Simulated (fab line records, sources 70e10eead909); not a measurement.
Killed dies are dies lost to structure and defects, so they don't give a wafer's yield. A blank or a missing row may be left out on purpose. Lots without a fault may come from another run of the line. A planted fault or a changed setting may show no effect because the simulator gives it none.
Chamber matching | flow nand_harc | NHARC_A_CONTACT_ETCH_90 on rie_diel-11: 4 sister chambers
The step etches the open film in CH3F/O2, target depth 40 nm, time 85.7 s. 20 wafers are shown with their chamber, then 10 later ones without.

WAFERS WITH THEIR CHAMBER
wafer  | chamber | showerhead_plenum_p_Torr (Torr) | drypump_motor_current_A (A) | rf_vpp_V (V)
L291.1 | 3       | 2.56                            | 5.2                         | 244.9
L291.2 | 2       | 2.30                            | 6.7                         | 241.6
L291.5 | 1       | 2.43                            | 5.3                         | 243.7
L295.1 | 1       | 2.43                            | 5.3                         | 243.7
L295.2 | 0       | 2.42                            | 6.0                         | 243.3
L295.6 | 1       | 2.43                            | 5.4                         | 244.4
L293.2 | 0       | 2.42                            | 6.0                         | 244.7
L293.3 | 2       | 2.30                            | 6.6                         | 242.4
L293.4 | 3       | 2.55                            | 5.2                         | 246.6
L294.1 | 1       | 2.43                            | 5.3                         | 244.8
L294.2 | 3       | 2.55                            | 5.2                         | 246.2
L294.3 | 2       | 2.30                            | 6.6                         | 241.6
L296.2 | 0       | 2.41                            | 6.0                         | 243.5
L296.5 | 0       | 2.41                            | 6.0                         | 245.1
L296.6 | 1       | 2.43                            | 5.3                         | 244.2
L300.1 | 2       | 2.29                            | 6.6                         | 240.7
L300.2 | 0       | 2.41                            | 6.0                         | 243.5
L300.4 | 3       | 2.55                            | 5.2                         | 244.9
L302.1 | 2       | 2.29                            | 6.7                         | 241.0
L302.2 | 3       | 2.55                            | 5.1                         | 244.3

SIGNATURES (means of the wafers above)
reading                  | chamber 0 | chamber 1 | chamber 2 | chamber 3 | scatter within a chamber
showerhead_plenum_p_Torr | 2.4140    | 2.4300    | 2.2960    | 2.5520    | 0.00447
drypump_motor_current_A  | 6.000     | 5.320     | 6.640     | 5.180     | 0.0418
rf_vpp_V                 | 244.020   | 244.160   | 241.460   | 245.380   | 0.753
Rule: a wafer's distance from a chamber is the root of the sum, over the readings, of the square of ((its reading less the chamber's mean) divided by the reading's scatter). The wafer belongs to the nearest chamber; if the next one is less than 2 further off, it can't be placed. The scatter: the root of (the sum of the squares of (reading less its chamber's mean) over the shown wafers, divided by (wafers less chambers)).

WAFERS WITHOUT THEIR CHAMBER
wafer  | showerhead_plenum_p_Torr (Torr) | drypump_motor_current_A (A) | rf_vpp_V (V)
L302.5 | 2.41                            | 6.0                         | 242.9
L308.1 | 2.28                            | 6.6                         | 241.8
L308.2 | 2.40                            | 6.0                         | 244.7
L308.3 | 2.54                            | 5.2                         | 246.6
L310.4 | 2.54                            | 5.2                         | 246.4
L310.5 | 2.42                            | 5.3                         | 243.5
L310.6 | 2.40                            | 6.0                         | 243.5
L312.3 | 2.28                            | 6.6                         | 243.1
L312.4 | 2.42                            | 5.3                         | 244.4
L312.5 | 2.42                            | 5.3                         | 243.6

WHICH CHAMBER EACH WENT THROUGH
wafer  | from the rows above | in truth
L302.5 | 0                   | 0
L308.1 | 2                   | 2
L308.2 | 0                   | 0
L308.3 | 3                   | 3
L310.4 | 3                   | 3
L310.5 | 1                   | 1
L310.6 | 0                   | 0
L312.3 | 2                   | 2
L312.4 | 1                   | 1
L312.5 | 1                   | 1
Placed correctly: 10 of 10. Can't be placed from these rows: 0. Placed wrongly: 0.
